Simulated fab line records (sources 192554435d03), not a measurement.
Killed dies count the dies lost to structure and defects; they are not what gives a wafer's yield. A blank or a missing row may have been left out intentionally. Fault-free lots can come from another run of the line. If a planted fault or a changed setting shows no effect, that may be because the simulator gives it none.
Which tool is to blame? | flow n5-finfet | 69 wafers sampled from 23 lots at 1 step of a route of 1938

WHAT THE GAUGES READ, wafer by wafer
N5_BEOL_M4_INSPECT_30: inspects for defects (brightfield). Usual: raw-defect-count 410, standard deviation 85.
lot  | measured     | on                | raw-defect-count | flag
L074 | day 7 18:16  | defect-inspect-02 | 354 438 392      |
L075 | day 8 04:32  | defect-inspect-02 | 437 462 578      |
L076 | day 9 03:42  | defect-inspect-01 | 387 310 449      |
L078 | day 9 05:35  | defect-inspect-01 | 416 354 382      |
L081 | day 9 09:02  | defect-inspect-01 | 480 533 648      |
L077 | day 9 09:13  | defect-inspect-02 | 255 318 292      |
L079 | day 9 09:59  | defect-inspect-02 | 394 384 299      |
L080 | day 9 12:16  | defect-inspect-02 | 461 477 347      |
L082 | day 9 12:26  | defect-inspect-02 | 452 376 364      |
L083 | day 9 17:19  | defect-inspect-01 | 407 449 463      |
L084 | day 9 21:54  | defect-inspect-01 | 389 406 300      |
L085 | day 10 20:23 | defect-inspect-01 | 619 468 443      |
L086 | day 11 05:36 | defect-inspect-02 | 491 320 428      |
L088 | day 11 17:42 | defect-inspect-01 | 465 315 395      |
L091 | day 11 22:42 | defect-inspect-01 | 414 339 340      |
L089 | day 12 00:32 | defect-inspect-01 | 483 457 296      |
L090 | day 12 05:29 | defect-inspect-02 | 499 354 366      |
L093 | day 12 14:55 | defect-inspect-02 | 436 261 279      |
L092 | day 12 18:35 | defect-inspect-01 | 380 415 353      |
L094 | day 12 19:40 | defect-inspect-02 | 534 470 472      |
L095 | day 13 09:44 | defect-inspect-01 | 402 381 463      |
L097 | day 13 16:59 | defect-inspect-01 | 471 476 383      |
L096 | day 13 20:23 | defect-inspect-02 | 461 359 472      |

WHAT TOOL EACH LOT RAN ON (gives the tool, then ch and the chambers of the sampled wafers, and finally the start)
The record shows no process step preceding these readings.

AS READ BY THE TOOLS THEMSELVES (means over the sampled wafers that have a number; for cases with no such wafer, the mark the record gives instead)
The record holds no such reading with a usual standard deviation.

THE ANSWER, worked out from the rows above alone
Rule: take the mean of a lot's wafers that have a number; if it is more than 3 standard deviations from the usual mean, the lot is off. Also off: a lot with no number at a reading for which 4 or more lots have one. Any other lot the step has rows for is counted as sound. First the gauges in route order, then the tools' own readings, where a lot's mean is used as printed above. The first step at which some lot is off is used, and at that step the reading that is off furthest; a lot without a number counts as furthest.
None of the lots is off at any reading shown; this tells nothing.

WHAT THE SIMULATOR HAD PUT IN
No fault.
